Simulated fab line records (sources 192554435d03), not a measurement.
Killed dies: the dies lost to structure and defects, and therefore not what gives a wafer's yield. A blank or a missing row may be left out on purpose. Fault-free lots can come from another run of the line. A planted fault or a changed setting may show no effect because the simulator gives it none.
The tool behind it: which one? | flow n5_finfet | 10 lots, 28 wafers sampled, at 2 steps of a route of 1938

## WHAT THE GAUGES SHOWED, per wafer
N5_BEOL_M8_INSPECT_30: inspects for defects (brightfield).
lot  | measured     | on                | raw_defect_count
L394 | day 9 16:10  | defect_inspect-01 | 240 254 330
L395 | day 9 16:20  | defect_inspect-02 | 403 396 257
L404 | day 11 19:45 | defect_inspect-01 | 390 382 358
L408 | day 12 17:58 | defect_inspect-02 | 397 465 361
L411 | day 13 08:41 | defect_inspect-02 | 325 662 430
L413 | day 13 23:22 | defect_inspect-01 | 326 357
L414 | day 14 12:52 | defect_inspect-02 | 397 373 373
L416 | day 14 15:22 | defect_inspect-01 | 349 375
L415 | day 14 15:12 | defect_inspect-01 | 280 332 346
L417 | day 14 21:39 | defect_inspect-01 | 454 494 434

## TOOL THAT RAN EACH LOT (tool first, then ch and the chambers of the sampled wafers, then the start)
lot  | N5_BEOL_M8_DESCUM_16
L394 | rie_diel-03 ch 1,2,3, day 9 14:01
L395 | rie_diel-01 ch 1,2,3, day 9 14:21
L404 | rie_diel-01 ch 0,1,3, day 11 17:20
L408 | rie_diel-05 ch 0,1, day 12 17:03
L411 | rie_diel-05 ch 0,3, day 13 06:44
L413 | rie_diel-05 ch 2,3, day 13 22:02
L414 | rie_diel-03 ch 1,2,3, day 14 10:52
L416 | rie_diel-01 ch 1,3, day 14 14:10
L415 | rie_diel-05 ch 0,3, day 14 14:13
L417 | rie_diel-01 ch 1,3, day 14 20:05
- N5_BEOL_M8_DESCUM_16: chemistry O2, time 7.9 s.

## THE ANSWER, worked out from the rows above alone
Rule: usual is defined by the lots themselves. The widest of any qualifying gaps counts: lots, ordered by their means at a reading, are off when they make up no more than a third of the lots, leave a main group of 4 or more, and stand apart from it by 3 or more times the standard deviation of that group's means. Not used: any main group whose means are identical at the precision the tables above print for the reading. A lot without any number at a reading at which 4 lots or more have one is off too. The other lots that the step has rows for count as sound.
None of the lots is off at any reading shown; this tells nothing.

## WHAT THE SIMULATOR HAD INSERTED
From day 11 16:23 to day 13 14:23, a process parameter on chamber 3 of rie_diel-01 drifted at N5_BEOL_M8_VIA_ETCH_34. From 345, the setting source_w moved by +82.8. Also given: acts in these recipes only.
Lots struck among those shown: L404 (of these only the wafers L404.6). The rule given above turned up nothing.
